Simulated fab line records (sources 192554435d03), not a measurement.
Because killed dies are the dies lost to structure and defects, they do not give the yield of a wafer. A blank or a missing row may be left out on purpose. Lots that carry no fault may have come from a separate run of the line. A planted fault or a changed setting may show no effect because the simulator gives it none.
Split-lot study | flow n5 finfet | 21 wafers read across 7 lots, on a route 1938 steps long

== ON THE SPLIT ==
At N5_BEOL_M3_ETCH_70 (etches SOC in N2/H2, target depth 80 nm, overetch 16 nm, time 120 s), the setting time s was moved away from the recipe's 120 s on 4 of the 21 wafers read, by -7.3% to +19.8%. For the rest of the wafers, this setting stayed at what the recipe calls for.

The split's own step is where the reading is taken.

== THE READING ==
SiARC_of_BEOL_M3_COAT_68.thk nm (the simulator's own value, which no gauge read), in nm, at N5_BEOL_M3_ETCH_70 (etches SOC in N2/H2, target depth 80 nm, overetch 16 nm, time 120 s). The file does not state a usual value for it. Across the 17 wafers here that went through the recipe, the average is 6.4 nm and the standard deviation 0.18 nm.

wafer  | tool, chamber at the split | time s as run, s | against the recipe | SiARC_of_BEOL_M3_COAT_68.thk nm, nm | against lot-mates on the recipe
L074.1 | rie diel-02, 3             | 120              | recipe             | 6.4                                 | -
L074.4 | rie diel-02, 0             | 120              | recipe             | 6.6                                 | -
L074.5 | rie diel-02, 0             | 120              | recipe             | 6.6                                 | -
L075.3 | rie diel-01, 0             | 120              | recipe             | 6.2                                 | -
L075.5 | rie diel-01, 0             | 120              | recipe             | 6.2                                 | -
L075.4 | rie diel-01, 1             | 120              | recipe             | 6.6                                 | -
L086.2 | rie diel-02, 0,2           | 120              | recipe             | 6.6                                 | -
L086.3 | rie diel-02, 0,2           | 120              | recipe             | 6.6                                 | -
L086.4 | rie diel-02, 1             | 120              | recipe             | 6.2                                 | -
L085.2 | rie diel-05, 2,1           | 120              | recipe             | 6.2                                 | -
L085.3 | rie diel-05, 2,1           | 120              | recipe             | 6.2                                 | -
L085.4 | rie diel-05, 1             | 111.3            | -7.3%              | 6.6                                 | +0.4
L089.2 | rie diel-02, 1             | 132.8            | +10.7%             | 5.8                                 | -0.7
L089.4 | rie diel-02, 2             | 120              | recipe             | 6.6                                 | -
L089.5 | rie diel-02, 1             | 120              | recipe             | 6.4                                 | -
L095.3 | rie diel-05, 2             | 120              | recipe             | 6.4                                 | -
L095.4 | rie diel-05, 1             | 143.8            | +19.8%             | 5                                   | -1.4
L095.5 | rie diel-05, 2             | 143.8            | +19.8%             | 5.2                                 | -1.2
L096.3 | rie diel-01, 3,3,0         | 120              | recipe             | 6.2                                 | -
L096.5 | rie diel-01, 3,3,0         | 120              | recipe             | 6.2                                 | -
L096.6 | rie diel-01, 3,3,0         | 120              | recipe             | 6.2                                 | -
When a row names more than one chamber, that row covers several wafers, and the file does not tell which wafer ran in which chamber.

THE FIT
A straight line over all 21 wafers: SiARC_of_BEOL_M3_COAT_68.thk nm changes by -0.0606 nm for each +1% of time s; r = -0.91; the points scatter about the line by 0.18 nm.
The same after taking each lot's own level away (the mean of its wafers on the recipe; 21 wafers): -0.0647 nm for each +1%; r = -0.96; scatter 0.12 nm.
On that fit, the largest move of time s shifts the reading by 1.3 nm.
The span of the lots' own levels, 6.20 to 6.53 nm, comes to 1.9 times the standard deviation stated above.
The two slopes agree, so the slope changes little with the lot-to-lot level.
Check: -1.21 nm against its lot-mates is what the line predicts for one of the wafers moved furthest among these (+19.8%) when that wafer is left out of the fit. It came out at -1.4 nm against them.

== ADDITIONAL SPLITS CARRIED BY THESE WAFERS ==
Note: prior to the reading, these wafers also went through further splits. Each is held against what the fit with the lots' levels taken away leaves over:
other split on the same wafers | wafers away from the commonest value | r with SiARC_of_BEOL_M3_COAT_68.thk nm (lot level and that fit taken away)
N5_BEOL_M2_PECVD_72 time s     | 6                                    | +0.07
N5_BEOL_M3_ILD_DEP_00 time s   | 8                                    | -0.02
N5_BEOL_M3_COAT_05 spin rpm    | 10                                   | +0.30

== FILE'S OWN FIT ==
SiARC_of_BEOL_M3_COAT_68.thk nm changes by -0.0646 nm for each +1% of time s, r = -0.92.
